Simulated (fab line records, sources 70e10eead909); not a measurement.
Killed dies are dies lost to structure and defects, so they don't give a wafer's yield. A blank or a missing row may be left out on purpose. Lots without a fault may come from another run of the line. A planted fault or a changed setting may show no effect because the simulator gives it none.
Which tool did it? | flow nand_harc | 15 lots, 45 wafers sampled, at 4 steps of a route of 1302

WHAT THE GAUGES READ, wafer by wafer
NHARC_THIN_TSV_CD_MEAS_12: target cd 1000 nm. Usual: cd_nm 1001 nm, standard deviation 3.3.
lot  | measured     | on        | cd_nm (nm)     | flag
L152 | day 24 11:23 | cd_sem-01 | 996 997 996    |
L153 | day 24 23:27 | cd_sem-02 | 1005 1004 1005 |
L154 | day 24 22:14 | cd_sem-01 | 1004 1004 1005 |
L156 | day 26 00:48 | cd_sem-03 | 1005 1003 1004 |
L159 | day 27 00:49 | cd_sem-01 | 1004 1001 1006 |
L158 | day 27 03:20 | cd_sem-01 | 996 997 996    |
L160 | day 27 16:26 | cd_sem-02 | 1003 1004 1005 |
L161 | day 27 17:32 | cd_sem-03 | 999 1003 1004  |
L163 | day 29 00:38 | cd_sem-03 | 997 1000 999   |
L162 | day 29 01:50 | cd_sem-01 | 1005 1007 999  |
L165 | day 29 16:11 | cd_sem-03 | 1006 1002 1006 |
L164 | day 29 17:23 | cd_sem-02 | 1004 1003 1002 |
L166 | day 30 21:55 | cd_sem-01 | 1004 1005 1001 |
L167 | day 30 23:14 | cd_sem-01 | 995 997 997    |
L173 | day 33 10:49 | cd_sem-02 | 1001 997 1003  |

WHICH TOOL RAN EACH LOT (tool, then ch and the chambers of the sampled wafers, then the start)
lot  | NHARC_A_BONDPAD_DEGAS_25     | NHARC_A_BONDPAD_PVD_27                  | NHARC_THIN_TSV_DEP_43
L152 | pvd_sputter-01, day 23 21:07 | pvd_sputter-01, day 24 10:33 or earlier | pecvd-04 ch 0,1,2, day 24 10:33
L153 | pvd_sputter-02, day 24 08:25 | pvd_sputter-02, day 24 22:40 or earlier | pecvd-02 ch 0,1,2, day 24 22:40
L154 | pvd_sputter-01, day 24 10:58 | pvd_sputter-01, day 24 21:27 or earlier | pecvd-04 ch 0,1,2, day 24 21:27
L156 | pvd_sputter-03, day 25 12:58 | pvd_sputter-03, day 25 23:58 or earlier | pecvd-01 ch 1,2, day 25 23:58
L159 | pvd_sputter-02, day 26 08:26 | pvd_sputter-02, day 27 00:11 or earlier | pecvd-04 ch 1,2, day 27 00:11
L158 | pvd_sputter-01, day 26 10:07 | pvd_sputter-01, day 27 02:30 or earlier | pecvd-01 ch 0,1,2, day 27 02:30
L160 | pvd_sputter-03, day 27 01:01 | pvd_sputter-03, day 27 15:36 or earlier | pecvd-02 ch 0,1, day 27 15:36
L161 | pvd_sputter-01, day 27 01:40 | pvd_sputter-01, day 27 16:49 or earlier | pecvd-01 ch 0,1,2, day 27 16:49
L163 | pvd_sputter-01, day 28 08:53 | pvd_sputter-01, day 28 23:47 or earlier | pecvd-02 ch 0,2, day 28 23:47
L162 | pvd_sputter-01, day 28 10:03 | pvd_sputter-01, day 29 01:02 or earlier | pecvd-04 ch 0,2, day 29 01:02
L165 | pvd_sputter-01, day 28 23:39 | pvd_sputter-01, day 29 15:20 or earlier | pecvd-04 ch 0,1,2, day 29 15:20
L164 | pvd_sputter-01, day 29 04:16 | pvd_sputter-01, day 29 16:38 or earlier | pecvd-01 ch 1,2, day 29 16:38
L166 | pvd_sputter-03, day 30 05:25 | pvd_sputter-03, day 30 21:13 or earlier | pecvd-04 ch 0,1,2, day 30 21:13
L167 | pvd_sputter-02, day 30 08:55 | pvd_sputter-02, day 30 22:24 or earlier | pecvd-04 ch 0,1,2, day 30 22:24
L173 | pvd_sputter-03, day 32 20:14 | pvd_sputter-03, day 33 09:59 or earlier | pecvd-04 ch 0,1,2, day 33 09:59
- NHARC_A_BONDPAD_DEGAS_25: time 60 s.
- NHARC_A_BONDPAD_PVD_27: deposits Cu, target thk 30 nm, time 20.49 s.
- NHARC_THIN_TSV_DEP_43: deposits SiO2, target thk 1328.5 nm.

WHAT THE TOOLS THEMSELVES READ (means of the sampled wafers that have a number; where no wafer has one, the mark that the record gives instead)
NHARC_A_BONDPAD_DEGAS_25. Usual: heater_power_w 459 W, standard deviation 43.
lot  | tool           | heater_power_w (W) | flag
L152 | pvd_sputter-01 | 433                |
L153 | pvd_sputter-02 | 507                |
L154 | pvd_sputter-01 | 459                |
L156 | pvd_sputter-03 | 494                |
L159 | pvd_sputter-02 | 462                |
L158 | pvd_sputter-01 | 459                |
L160 | pvd_sputter-03 | 486                |
L161 | pvd_sputter-01 | 474                |
L163 | pvd_sputter-01 | 443                |
L162 | pvd_sputter-01 | 438                |
L165 | pvd_sputter-01 | 437                |
L164 | pvd_sputter-01 | 430                |
L166 | pvd_sputter-03 | 434                |
L167 | pvd_sputter-02 | 455                |
L173 | pvd_sputter-03 | 477                |

NHARC_A_BONDPAD_PVD_27. Usual: cathode_dc_power_W 4999.9 W, standard deviation 0.88; throttle_valve_pct 29.8 %, standard deviation 1.
lot  | tool           | cathode_dc_power_W (W) | throttle_valve_pct (%) | flag
L152 | pvd_sputter-01 | 5000.4                 | 30.4                   |
L153 | pvd_sputter-02 | 4999.5                 | 30.0                   |
L154 | pvd_sputter-01 | 5000.3                 | 30.3                   |
L156 | pvd_sputter-03 | 4999.3                 | 29.0                   |
L159 | pvd_sputter-02 | 4999.6                 | 30.3                   |
L158 | pvd_sputter-01 | 4999.6                 | 30.2                   |
L160 | pvd_sputter-03 | 4999.8                 | 28.7                   |
L161 | pvd_sputter-01 | 5000.0                 | 30.1                   |
L163 | pvd_sputter-01 | 5000.8                 | 29.1                   |
L162 | pvd_sputter-01 | 5000.4                 | 30.2                   |
L165 | pvd_sputter-01 | 4999.8                 | 29.3                   |
L164 | pvd_sputter-01 | 5000.3                 | 29.8                   |
L166 | pvd_sputter-03 | 5000.0                 | 28.8                   |
L167 | pvd_sputter-02 | 4999.9                 | 30.1                   |
L173 | pvd_sputter-03 | 5000.0                 | 29.4                   |

NHARC_THIN_TSV_DEP_43. Usual: chamber_pressure_Torr 6.500 Torr, standard deviation 0.014; rf_fwd_power_W 897.6 W, standard deviation 2.9; throttle_valve_pct 16.3 %, standard deviation 0.43.
lot  | tool     | chamber_pressure_Torr (Torr) | rf_fwd_power_W (W) | throttle_valve_pct (%) | flag
L152 | pecvd-04 | 6.503                        | 897.7              | 16.7                   |
L153 | pecvd-02 | 6.510                        | 896.5              | 16.2                   |
L154 | pecvd-04 | 6.495                        | 897.6              | 16.6                   |
L156 | pecvd-01 | 6.502                        | 896.6              | 16.4                   |
L159 | pecvd-04 | 6.506                        | 897.3              | 16.4                   |
L158 | pecvd-01 | 6.501                        | 897.7              | 16.3                   |
L160 | pecvd-02 | 6.489                        | 900.1              | 16.2                   |
L161 | pecvd-01 | 6.508                        | 896.4              | 16.3                   |
L163 | pecvd-02 | 6.490                        | 898.8              | 16.6                   |
L162 | pecvd-04 | 6.501                        | 898.2              | 16.1                   |
L165 | pecvd-04 | 6.499                        | 899.2              | 16.3                   |
L164 | pecvd-01 | -                            | -                  | -                      | OFF
L166 | pecvd-04 | -                            | -                  | -                      | OFF
L167 | pecvd-04 | -                            | -                  | -                      | OFF
L173 | pecvd-04 | 6.509                        | 899.7              | 16.3                   |

THE ANSWER, worked out from the rows above alone
Rule: a lot is off if the mean of its wafers that have a number lies more than 3 standard deviations from the usual mean. A lot without any number at a reading at which 4 lots or more have one is off too. The other lots that the step has rows for count as sound. The gauges are gone through in route order, then the tools' own readings, and for those a lot's mean is taken as printed above. The first step at which some lot is off is used, and at that step the reading that is off furthest; a lot without a number counts as furthest.
Off: L164, L166, L167, at NHARC_THIN_TSV_DEP_43 (chamber_pressure_Torr). Without a number there: L164, L166, L167.
A tool fits if, at that step or a process step before it, it ran every lot that is off, and no sound lot after the first of them. NHARC_A_BONDPAD_PVD_27 gives no start for some lots, so the hours and the order of its lots are those of NHARC_THIN_TSV_DEP_43. None of those tried fits.

WHAT THE SIMULATOR HAD PUT IN
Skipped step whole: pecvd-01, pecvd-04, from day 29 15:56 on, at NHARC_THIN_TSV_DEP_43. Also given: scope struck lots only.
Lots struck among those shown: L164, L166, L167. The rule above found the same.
